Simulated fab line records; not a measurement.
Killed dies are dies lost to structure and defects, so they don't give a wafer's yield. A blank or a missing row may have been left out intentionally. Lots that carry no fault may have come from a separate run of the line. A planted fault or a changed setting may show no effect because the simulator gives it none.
fab line records	flow n5_finfet
record lots=11	wafers=29	last_day=19
route steps=1938 shown BEOL_M14@1768 BEOL_M15@1793 MIM_BOT@1832
lots with no fault: from the same line, run without faults
start_h: start of the lot's first displayed wafer, in hours after the record's first day	wait_h: hours from the lot's prior step to this one	" same as the row above	L1.1+2: a row that stands for several wafers	- no value, or no start given	* or withheld: withheld	< > ~ a bound
route shown NAME@n: a module of which the file shows steps, and the number in the route of the first	usual: mean/standard deviation taken from wafers without a fault	same: alike in all rows	chamber/n: place in a boat	sites: each site's reading	_std_site: the standard deviation of these	_edge_site: outer sites' mean less inner sites'	radius_mm: how far each site lies from the wafer's centre	mask NAME#n: copy n	behind: the last tool/chamber to shape the wafer	hold: the reason the lot was held/the length of the hold in hours/how it ended	device: transistor that didn't switch, given as n, p or np	end of line: at the end of the route, the tests of the same wafers	where a step has no rows: the recipe by itself	killed: count of dies lost to structure and defects at first sort (not the wafer's yield)	map: per-die view of a wafer (x killed, . not killed, _ where there is no die)
set.NAME: the setting as run; set.NAME@STEP: as run at that earlier step	model.NAME: the simulator's own value behind a step, which no gauge read
one table for each step of the route and one row for each wafer, over a sample of lots
services: a tool's chamber out of use, with start hour (start_h, from the record's first day; less than 0 if before it), hours out, and reason
## steps
# step N5_BEOL_M14_THK_MEAS_50
# recipe thk_meas_gauge=xrf	reads=Cu_of_BEOL_M14_ECD_47
# usual M14_THK=567/14
lot.wafer	tool	chamber	start_h	wait_h	M14_THK[nm]
L894.2	film_metro-02	-	266.41	-	568
L894.5	"	-	"	"	580
L894.6	"	-	"	"	543
L897.3	film_metro-01	-	299.22	-	578
L897.4	"	-	"	"	546
L897.6	"	-	"	"	556
L903.3	film_metro-01	-	322.36	-	576
L903.4	"	-	"	"	581
L903.5	"	-	"	"	556
L907.1	film_metro-02	-	349.66	-	565
L907.2	"	-	"	"	581
L907.3	"	-	"	"	589
L904.3	film_metro-01	-	353.46	-	580
L904.4	"	-	"	"	573
L904.6	"	-	"	"	543
L908.3	film_metro-01	-	364.78	-	563
L908.4	"	-	"	"	563
L908.6	"	-	"	"	539
L909.2	film_metro-02	-	389.26	-	572
L909.4	"	-	"	"	548
L911.1	film_metro-02	-	399.74	-	559
L911.5	"	-	"	"	535
L913.2	film_metro-01	-	419.72	-	580
L913.3	"	-	"	"	576
L913.4	"	-	"	"	582
L914.1	film_metro-01	-	425.37	-	568
L914.3	"	-	"	"	575
L915.2	film_metro-01	-	425.69	-	547
L915.3	"	-	"	"	582
# step N5_BEOL_M15_CD_MEAS_17
# recipe target_cd_nm=360	polarity=opening
# usual cd_nm=361.4/1.8
lot.wafer	tool	chamber	start_h	wait_h	cd_nm
L894.2	cd_sem-01	-	267.87	0.0	362.1
L894.5	"	-	"	"	362.0
L894.6	"	-	"	"	360.3
L897.3	cd_sem-02	-	300.84	0.0	359.9
L897.4	"	-	"	"	360.8
L897.6	"	-	"	"	362.0
L903.3	cd_sem-01	-	323.81	0.0	364.4
L903.4	"	-	"	"	363.6
L903.5	"	-	"	"	361.4
L907.1	cd_sem-01	-	351.11	0.0	361.0
L907.2	"	-	"	"	362.0
L907.3	"	-	"	"	360.4
L904.3	cd_sem-02	-	354.93	0.0	360.3
L904.4	"	-	"	"	358.5
L904.6	"	-	"	"	358.2
L908.3	cd_sem-02	-	366.25	0.0	362.4
L908.4	"	-	"	"	358.3
L908.6	"	-	"	"	358.5
L909.2	cd_sem-03	-	390.75	0.0	357.2
L909.4	"	-	"	"	359.4
L911.1	cd_sem-03	-	401.34	0.0	363.6
L911.5	"	-	"	"	361.1
L913.2	cd_sem-03	-	421.21	0.0	361.4
L913.3	"	-	"	"	361.1
L913.4	"	-	"	"	362.4
L914.1	cd_sem-01	-	426.73	0.0	360.1
L914.3	"	-	"	"	361.5
L915.2	cd_sem-01	-	427.26	0.0	360.6
L915.3	"	-	"	"	361.3
# step N5_BEOL_M15_TRENCH_ETCH_34
# recipe chemistry=C4F8/O2/Ar	target=SiO2	target_depth_a=8729.3	he_inner_torr=15	he_outer_torr=30	time_s=199	ion_energy_ev=800	pressure_mtorr=20	source_w=1905	bias_w=2040	Ar_flow_sccm=400	C4F8_flow_sccm=16	O2_flow_sccm=12
# usual bias_w=2040/5.8	chamber_pressure_mTorr=20.002/0.019	drypump_motor_current_A=5.9/0.5	oes_product_au=0.81/0.082	rf_vpp_V=2212/36	showerhead_plenum_p_Torr=3.45/0.11	throttle_valve_pct=30.86/0.3
lot.wafer	tool	chamber	start_h	wait_h	bias_w	chamber_pressure_mTorr	drypump_motor_current_A	oes_product_au	rf_hours_counter_h	rf_vpp_V	showerhead_plenum_p_Torr	throttle_valve_pct
L894.2	rie_diel-02	3	269.26	0.0	2040	20.001	6.2	0.67	242	2242	3.28	31.20
L894.5	"	1	"	"	2038	20.023	5.2	0.69	-	2166	3.30	31.59
L894.6	"	0	"	"	2034	19.988	5.6	0.90	-	2182	3.37	30.89
L897.3	rie_diel-02	3	302.01	0.0	2045	20.011	6.2	0.66	252	2240	3.28	31.19
L897.4	"	2	"	"	2027	20.010	6.4	0.90	-	2205	3.36	30.98
L897.6	"	1	"	"	2040	20.019	5.2	0.68	-	2165	3.29	31.59
L903.3	rie_diel-03	3	324.87	0.0	2040	20.004	6.6	0.83	67	2191	3.50	30.89
L903.4	"	0	"	"	2041	19.999	4.9	0.74	183	2216	3.43	30.69
L903.5	"	2	"	"	2049	20.036	5.8	0.70	-	2190	3.43	30.75
L907.1	rie_diel-02	0	352.32	0.0	2037	20.007	5.6	0.85	65	2182	3.36	30.91
L907.2	"	2	"	"	2043	20.022	6.4	0.86	53	2203	3.35	31.00
L907.3	"	3	"	"	2038	20.003	6.2	0.92	12	2276	3.67	30.88
L904.3	rie_diel-02	0	355.98	0.0	2040	20.010	5.7	0.85	66	2180	3.36	30.92
L904.4	"	3	"	"	2037	20.008	6.2	0.92	13	2277	3.67	30.90
L904.6	"	3	"	"	2031	19.970	6.2	0.93	-	2276	3.67	30.90
L908.3	rie_diel-01	0	367.46	0.0	2033	19.987	6.5	0.76	161	2189	3.41	30.45
L908.4	"	3	"	"	2039	20.030	5.4	0.86	54	2265	3.37	30.55
L908.6	"	1	"	"	2038	19.986	5.8	0.83	-	2176	3.59	30.38
L909.2	rie_diel-01	1	391.84	0.0	2046	20.012	5.8	0.83	98	2178	3.58	30.38
L909.4	"	2	"	"	2047	20.020	5.8	0.78	97	2226	3.46	30.78
L911.1	rie_diel-03	0	402.93	0.0	2040	20.015	4.9	0.73	204	2215	3.42	30.72
L911.5	"	3	"	"	2030	19.996	6.7	0.81	-	2190	3.48	30.92
L913.2	rie_diel-03	2	422.25	0.0	2050	19.979	5.8	0.68	217	2188	3.42	30.78
L913.3	"	0	"	"	2040	19.989	4.9	0.73	209	2214	3.41	30.72
L913.4	"	1	"	"	2034	19.983	6.0	0.67	243	2179	3.51	31.37
L914.1	rie_diel-02	0	428.74	0.0	2043	19.989	5.6	0.82	88	2181	3.35	30.95
L914.3	"	3	"	"	2045	19.987	6.2	0.87	34	2277	3.66	30.91
L915.2	rie_diel-02	1	428.99	0.0	2044	19.989	5.2	0.94	21	2278	3.68	31.18
L915.3	"	3	"	"	2042	20.003	6.2	0.88	34	2276	3.66	30.90
# step N5_BEOL_M15_THK_MEAS_50
# recipe thk_meas_gauge=xrf	reads=Cu_of_BEOL_M15_ECD_47
# usual M15_THK=867/17
lot.wafer	tool	chamber	start_h	wait_h	M15_THK[nm]
L894.2	film_metro-02	-	302.41	-	854
L894.5	"	-	"	"	869
L894.6	"	-	"	"	885
L897.3	film_metro-01	-	305.54	-	828
L897.4	"	-	"	"	854
L897.6	"	-	"	"	841
L903.3	film_metro-02	-	329.33	-	872
L903.4	"	-	"	"	859
L903.5	"	-	"	"	848
L907.1	film_metro-01	-	354.97	-	928
L907.2	"	-	"	"	857
L907.3	"	-	"	"	867
L904.3	film_metro-02	-	358.91	-	894
L904.4	"	-	"	"	930
L904.6	"	-	"	"	885
L908.3	film_metro-02	-	369.64	-	866
L908.4	"	-	"	"	882
L908.6	"	-	"	"	891
L909.2	film_metro-02	-	394.62	-	893
L909.4	"	-	"	"	861
L911.1	film_metro-02	-	408.16	-	859
L911.5	"	-	"	"	884
L913.2	film_metro-02	-	425.43	-	866
L913.3	"	-	"	"	866
L913.4	"	-	"	"	847
L914.1	film_metro-02	-	432.62	-	882
L914.3	"	-	"	"	880
L915.2	film_metro-02	-	432.86	-	882
L915.3	"	-	"	"	872
# step N5_BEOL_M15_RS_MEAS_54
# recipe thk_meas_gauge=four-point-probe	reads=Cu_of_BEOL_M15_ECD_47+Ta_of_BEOL_M15_SPUTTER_44+TaN_of_BEOL_M15_SPUTTER_43
# usual M15_RS=0.0215/0.00038
lot.wafer	tool	chamber	start_h	wait_h	M15_RS[ohm/sq]
L894.2	film_metro-02	-	302.54	0.1	0.0219
L894.5	"	-	"	"	0.0215
L894.6	"	-	"	"	0.0211
L897.3	film_metro-02	-	305.66	0.1	0.0222
L897.4	"	-	"	"	0.0214
L897.6	"	-	"	"	0.0219
L903.3	film_metro-01	-	329.46	0.1	0.0215
L903.4	"	-	"	"	0.0218
L903.5	"	-	"	"	0.0221
L907.1	film_metro-02	-	355.11	0.0	0.0199
L907.2	"	-	"	"	0.0215
L907.3	"	-	"	"	0.0213
L904.3	film_metro-01	-	359.04	0.1	0.0211
L904.4	"	-	"	"	0.0202
L904.6	"	-	"	"	0.0213
L908.3	film_metro-02	-	369.80	0.1	0.0219
L908.4	"	-	"	"	0.0215
L908.6	"	-	"	"	0.0212
L909.2	film_metro-01	-	394.75	0.1	0.0210
L909.4	"	-	"	"	0.0218
L911.1	film_metro-02	-	408.32	0.1	0.0218
L911.5	"	-	"	"	0.0211
L913.2	film_metro-02	-	425.59	0.1	0.0216
L913.3	"	-	"	"	0.0216
L913.4	"	-	"	"	0.0221
L914.1	film_metro-01	-	432.78	0.1	0.0213
L914.3	"	-	"	"	0.0214
L915.2	film_metro-01	-	432.99	0.1	0.0212
L915.3	"	-	"	"	0.0213
# step N5_MIM_BOT_DEGAS_01
# recipe ambient=vacuum	temp_c=300	time_s=60
# usual heater_power_w=463/40	susceptor_temp_C=300.01/0.2
# same time_s=60
lot.wafer	tool	chamber	start_h	wait_h	heater_power_w	susceptor_temp_C
L894.2	pvd_sputter-01	-	304.11	0.5	473	300.16
L894.5	"	-	"	"	475	299.99
L894.6	"	-	"	"	510	300.28
L897.3	pvd_sputter-01	-	308.07	0.9	521	299.99
L897.4	"	-	"	"	485	300.07
L897.6	"	-	"	"	529	300.02
L903.3	pvd_sputter-03	-	331.90	1.4	414	299.94
L903.4	"	-	"	"	450	300.03
L903.5	"	-	"	"	541	300.09
L907.1	pvd_sputter-03	-	357.25	1.1	470	300.05
L907.2	"	-	"	"	528	300.35
L907.3	"	-	"	"	408	300.01
L904.3	pvd_sputter-02	-	360.42	0.4	446	300.01
L904.4	"	-	"	"	512	300.40
L904.6	"	-	"	"	449	299.81
L908.3	pvd_sputter-02	-	373.57	2.7	463	299.94
L908.4	"	-	"	"	517	300.13
L908.6	"	-	"	"	466	299.69
L909.2	pvd_sputter-02	-	398.22	2.4	468	299.84
L909.4	"	-	"	"	458	300.16
L911.1	pvd_sputter-03	-	409.98	0.6	532	300.29
L911.5	"	-	"	"	544	300.08
L913.2	pvd_sputter-03	-	427.86	1.2	426	299.64
L913.3	"	-	"	"	466	299.90
L913.4	"	-	"	"	408	300.23
L914.1	pvd_sputter-01	-	434.33	0.5	529	299.78
L914.3	"	-	"	"	469	299.83
L915.2	pvd_sputter-02	-	434.45	0.4	454	299.82
L915.3	"	-	"	"	511	300.09
## services
tool	chamber	start_h	hours	kind
rie_diel-01	-	271.77	2.8	pm
rie_diel-02	0	275.91	6.9	repair
rie_diel-01	2	285.53	14.8	repair
pvd_sputter-03	-	294.50	0.8	repair
rie_diel-02	3	302.17	-	clean
rie_diel-02	3	302.17	-	consumable_replace:focus_ring
rie_diel-02	3	302.17	-	consumable_replace:showerhead
rie_diel-02	3	302.17	17.7	scheduled_down
rie_diel-02	3	302.17	17.7	vent_cycle
rie_diel-02	1	320.25	-	clean
rie_diel-02	1	320.25	-	consumable_replace:esc
rie_diel-02	1	320.25	-	consumable_replace:focus_ring
rie_diel-02	1	320.25	-	consumable_replace:showerhead
rie_diel-02	1	320.25	34.3	scheduled_down
rie_diel-02	1	320.25	34.3	vent_cycle
pvd_sputter-03	-	376.74	2.5	repair
pvd_sputter-01	-	396.40	1.4	repair
rie_diel-01	-	402.47	2.1	repair
pvd_sputter-02	-	410.52	0.9	repair
pvd_sputter-02	-	415.84	1.9	repair
rie_diel-01	1	416.10	2.8	repair
pvd_sputter-01	-	421.49	1.7	repair
rie_diel-03	2	426.90	1.4	repair
pvd_sputter-03	-	432.98	1.1	repair
## key
first_sign step=N5_BEOL_M15_THK_MEAS_50	reading=M15_THK	direction=up	sigmas=3.7	usual=867	struck=929
effect step=N5_BEOL_M15_RS_MEAS_54	reading=M15_RS	direction=down	sigmas=3.8	usual=0.0215	struck=0.0201
met_at N5_BEOL_M15_TRENCH_ETCH_34
struck_lots L904,L907
struck_wafers L904.4,L907.1
not_acting_at N5_BEOL_M14_THK_MEAS_50,N5_BEOL_M15_CD_MEAS_17,N5_MIM_BOT_DEGAS_01
onset_between 302.01 352.32
fault kind=process_parameter_drift	tool=rie_diel-02	chamber=-	onset_h=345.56	steps=N5_BEOL_M15_TRENCH_ETCH_34	channel=time_s	offset=*	shape=step	end_h=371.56	scope=struck_wafers_only	acts_in=*	stated=*
